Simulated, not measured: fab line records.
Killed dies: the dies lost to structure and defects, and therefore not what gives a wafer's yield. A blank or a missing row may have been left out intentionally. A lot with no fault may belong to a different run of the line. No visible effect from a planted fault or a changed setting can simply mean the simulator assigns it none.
Comparing a struck lot with a sound one + flow nandHarc + 28 steps out of a route of 1159
Sound: the wafers L236.1, L236.3, L236.4. Wafers L227.2, L227.3, L227.5 were the ones struck. The cause is given at the end.
Per side, at each step with rows, come the tool, then ch with its chambers, and then its first start. Under that, the readings that differ: sound wafers + struck wafers + difference of the means + sigmas: that difference in standard deviations of wafers without a fault.
alike: readings with means less than 2 such deviations apart, plus words and numbers identical on both sides. not compared: withheld readings, readings lacking a value on some wafer, bounds such as >300 that could conceal the same value, and numbers that have no deviation in the record and whose values overlap.
The two part at a step that has a row with sigmas, a row that says differs or no value, or rows on one side only. Numbers that don't overlap but have no deviation are shown without sigmas and don't part them. A reading missing from all wafers of one side parts the sides only when that side holds two or more wafers.

first, 8 steps without rows for these wafers: NHARC_A_CHANNEL_HOLE_D1_EXPOSE_07 (exposes mask HOLE D1, target cd 100 nm); NHARC_A_CHANNEL_HOLE_D1_PEB_08 (peb time 65 s); NHARC_A_CHANNEL_HOLE_D1_DEVELOP_09 (develop time 35 s); NHARC_A_CHANNEL_HOLE_D1_DESCUM_15 (chemistry O2, time 3 s); NHARC_A_CHANNEL_HOLE_D1_ETCH_38 (etches the open film in CF4, target depth 39 nm, time 65 s); NHARC_A_CHANNEL_HOLE_D1_ETCH_39 (etches the open film in N2/H2, target depth 260 nm, time 325 s); NHARC_A_CHANNEL_HOLE_D1_ETCH_34 (etches the open film in CF4/CHF3, target depth 154 nm, time 77 s); NHARC_A_CHANNEL_HOLE_D1_ETCH_16 (etches the open film in O2/COS, target depth 3100 nm, time 806 s).
NHARC_A_CHANNEL_HOLE_D1_ETCH_19: etches the open film in C4F8/O2/Ar, time 34.5 s.
  sound on harEtch-01 ch 0,1, day 12 03:30; struck on harEtch-02 ch 0,1, day 9 16:35
  alike: drypumpMotorCurrentA, showerheadPlenumPTorr, throttleValvePct
  not compared: rfHoursCounterH
then, 16 steps without rows for these wafers: NHARC_A_CHANNEL_HOLE_D1_ETCH_20 (etches the open film in C4F8/O2/Ar, time 361.9 s, target depth 1600 nm); NHARC_A_CHANNEL_HOLE_D1_ETCH_21 (etches the open film in C4F8/O2/Ar, time 514.3 s, target depth 1600 nm); NHARC_A_CHANNEL_HOLE_D1_ETCH_22 (etches the open film in C4F8/O2/Ar, time 666.7 s, target depth 1600 nm); NHARC_A_CHANNEL_HOLE_D1_ETCH_23 (etches the open film in C4F8/O2/Ar, time 819 s, target depth 1600 nm); NHARC_A_CHANNEL_HOLE_D1_ETCH_24 (etches the open film in C4F8/O2/Ar, time 906.2 s, target depth 1500 nm); NHARC_A_CHANNEL_HOLE_D1_ETCH_25 (etches the open film in C4F8/O2/Ar, time 1040.2 s, target depth 1500 nm); NHARC_A_CHANNEL_HOLE_D1_ETCH_26 (etches the open film in C4F8/O2/Ar, time 224.1 s, target depth 300 nm); NHARC_A_CHANNEL_HOLE_D1_ETCH_33 (etches the open film in C4F8/O2/Ar, time 90 s, target depth 400 nm); NHARC_A_CHANNEL_HOLE_D1_STRIP_41 (strips in N2/H2); NHARC_A_CHANNEL_HOLE_D1_STRIP_42 (strips in CF4/CHF3); NHARC_A_CHANNEL_HOLE_D1_STRIP_43 (strips in O2/COS); NHARC_A_CHANNEL_HOLE_D1_ETCH_44 (etches the open film in CF4/O2, target depth 140 nm, overetch 14 nm, time 77 s); NHARC_A_CHANNEL_HOLE_D1_STRIP_27 (strips in O2); NHARC_A_CHANNEL_HOLE_D1_PRECLEAN_28 (cleans in SC1); NHARC_A_CHANNEL_HOLE_D1_SRD_29; NHARC_A_CHANNEL_HOLE_D1_XSEM_31.
NHARC_A_CHANNEL_HOLE_D1_INSPECT_40:
  sound on defectInspect-01, day 12 09:11; struck on defectInspect-01, day 9 22:44
| reading        | sound    | struck      | difference | sigmas |
|----------------|----------|-------------|------------|--------|
| rawDefectCount | 56 70 77 | 333 369 318 | +272       | +17    |
then, 1 step without rows for these wafers: NHARC_A_CHANNEL_FILL_D1_PRECLEAN_00 (cleans in SC1).
-- jump in the record: it breaks off in module A_CHANNEL_FILL_D1 and resumes in module END (first step shown: number 1159 of the route), and 12 days separate the struck wafers' starts before and after --
NHARC_END_SORT_01:
  at this point the record logs the struck wafers (prober-02 ch 0, day 21 13:41) and has no rows for the sound ones

## WHERE THEY PART
Earliest at NHARC_A_CHANNEL_HOLE_D1_INSPECT_40; latest, in this record, at NHARC_END_SORT_01.

WHY: what had been put in by the simulator
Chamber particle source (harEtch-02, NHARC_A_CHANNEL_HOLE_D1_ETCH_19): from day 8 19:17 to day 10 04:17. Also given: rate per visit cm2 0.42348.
